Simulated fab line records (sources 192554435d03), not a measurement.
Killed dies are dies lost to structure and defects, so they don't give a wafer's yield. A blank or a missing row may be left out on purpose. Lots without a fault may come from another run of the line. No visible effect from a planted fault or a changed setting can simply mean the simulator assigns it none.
Matching of chambers / flow n5Finfet / 4 sister chambers for N5_FIN_SAQP_ETCH_64 on rieSi-01
The step etches SiO2 in CF4, target depth 1.5 nm. 16 wafers are shown with their chamber, then 7 later ones without.

== EACH WAFER AND ITS CHAMBER ==
wafer=L075.3; chamber=2; throttleValvePct (%)=22.00; drypumpMotorCurrentA (A)=5.4; heBacksideLeakSccm (sccm)=3.0
wafer=L075.6; chamber=0; throttleValvePct (%)=21.89; drypumpMotorCurrentA (A)=5.1; heBacksideLeakSccm (sccm)=2.7
wafer=L078.1; chamber=1; throttleValvePct (%)=21.93; drypumpMotorCurrentA (A)=6.3; heBacksideLeakSccm (sccm)=3.5
wafer=L078.3; chamber=2; throttleValvePct (%)=21.98; drypumpMotorCurrentA (A)=5.4; heBacksideLeakSccm (sccm)=2.8
wafer=L078.6; chamber=1; throttleValvePct (%)=21.94; drypumpMotorCurrentA (A)=6.3; heBacksideLeakSccm (sccm)=3.4
wafer=L079.1; chamber=2; throttleValvePct (%)=22.00; drypumpMotorCurrentA (A)=5.4; heBacksideLeakSccm (sccm)=2.9
wafer=L079.3; chamber=1; throttleValvePct (%)=21.94; drypumpMotorCurrentA (A)=6.3; heBacksideLeakSccm (sccm)=3.2
wafer=L079.5; chamber=2; throttleValvePct (%)=21.98; drypumpMotorCurrentA (A)=5.5; heBacksideLeakSccm (sccm)=2.7
wafer=L083.3; chamber=0; throttleValvePct (%)=21.88; drypumpMotorCurrentA (A)=5.1; heBacksideLeakSccm (sccm)=2.8
wafer=L083.4; chamber=3; throttleValvePct (%)=22.40; drypumpMotorCurrentA (A)=6.0; heBacksideLeakSccm (sccm)=2.7
wafer=L083.5; chamber=3; throttleValvePct (%)=22.40; drypumpMotorCurrentA (A)=5.9; heBacksideLeakSccm (sccm)=2.6
wafer=L087.3; chamber=1; throttleValvePct (%)=21.94; drypumpMotorCurrentA (A)=6.3; heBacksideLeakSccm (sccm)=3.2
wafer=L087.4; chamber=3; throttleValvePct (%)=22.40; drypumpMotorCurrentA (A)=5.9; heBacksideLeakSccm (sccm)=2.5
wafer=L087.5; chamber=3; throttleValvePct (%)=22.41; drypumpMotorCurrentA (A)=5.9; heBacksideLeakSccm (sccm)=2.4
wafer=L088.1; chamber=2; throttleValvePct (%)=21.99; drypumpMotorCurrentA (A)=5.4; heBacksideLeakSccm (sccm)=2.8
wafer=L088.3; chamber=0; throttleValvePct (%)=21.88; drypumpMotorCurrentA (A)=5.1; heBacksideLeakSccm (sccm)=2.6

SIGNATURES (averages over the wafers above)
reading=throttleValvePct; chamber 0=21.8833; chamber 1=21.9375; chamber 2=21.9900; chamber 3=22.4025; scatter within a chamber=0.00717
reading=drypumpMotorCurrentA; chamber 0=5.100; chamber 1=6.300; chamber 2=5.420; chamber 3=5.925; scatter within a chamber=0.0359
reading=heBacksideLeakSccm; chamber 0=2.700; chamber 1=3.325; chamber 2=2.840; chamber 3=2.550; scatter within a chamber=0.126
Rule: for a wafer and a chamber, the distance is found by dividing, reading by reading, the gap between the wafer's reading and the chamber's mean by the reading's scatter, squaring, summing and taking the root. The wafer belongs to the nearest chamber; if the next one is less than 2 further off, it can't be placed. The scatter: take each reading less its chamber's mean, square it, sum over the shown wafers, divide by the number of wafers less the number of chambers, and take the root.

== WAFERS WITH NO CHAMBER GIVEN ==
wafer=L088.5; throttleValvePct (%)=22.39; drypumpMotorCurrentA (A)=6.0; heBacksideLeakSccm (sccm)=2.5
wafer=L089.1; throttleValvePct (%)=22.40; drypumpMotorCurrentA (A)=6.0; heBacksideLeakSccm (sccm)=2.7
wafer=L089.5; throttleValvePct (%)=21.99; drypumpMotorCurrentA (A)=5.4; heBacksideLeakSccm (sccm)=2.8
wafer=L089.6; throttleValvePct (%)=22.40; drypumpMotorCurrentA (A)=6.0; heBacksideLeakSccm (sccm)=2.9
wafer=L094.1; throttleValvePct (%)=22.41; drypumpMotorCurrentA (A)=6.0; heBacksideLeakSccm (sccm)=2.7
wafer=L094.2; throttleValvePct (%)=21.85; drypumpMotorCurrentA (A)=5.1; heBacksideLeakSccm (sccm)=2.9
wafer=L094.3; throttleValvePct (%)=21.99; drypumpMotorCurrentA (A)=5.4; heBacksideLeakSccm (sccm)=2.7

== CHAMBER TAKEN BY EACH ==
wafer=L088.5; from the rows above=3; in truth=3
wafer=L089.1; from the rows above=3; in truth=3
wafer=L089.5; from the rows above=2; in truth=2
wafer=L089.6; from the rows above=3; in truth=3
wafer=L094.1; from the rows above=3; in truth=3
wafer=L094.2; from the rows above=0; in truth=0
wafer=L094.3; from the rows above=2; in truth=2
Correct placement for 7 of the 7. From these rows, 0 cannot be placed. Placed wrongly: 0.
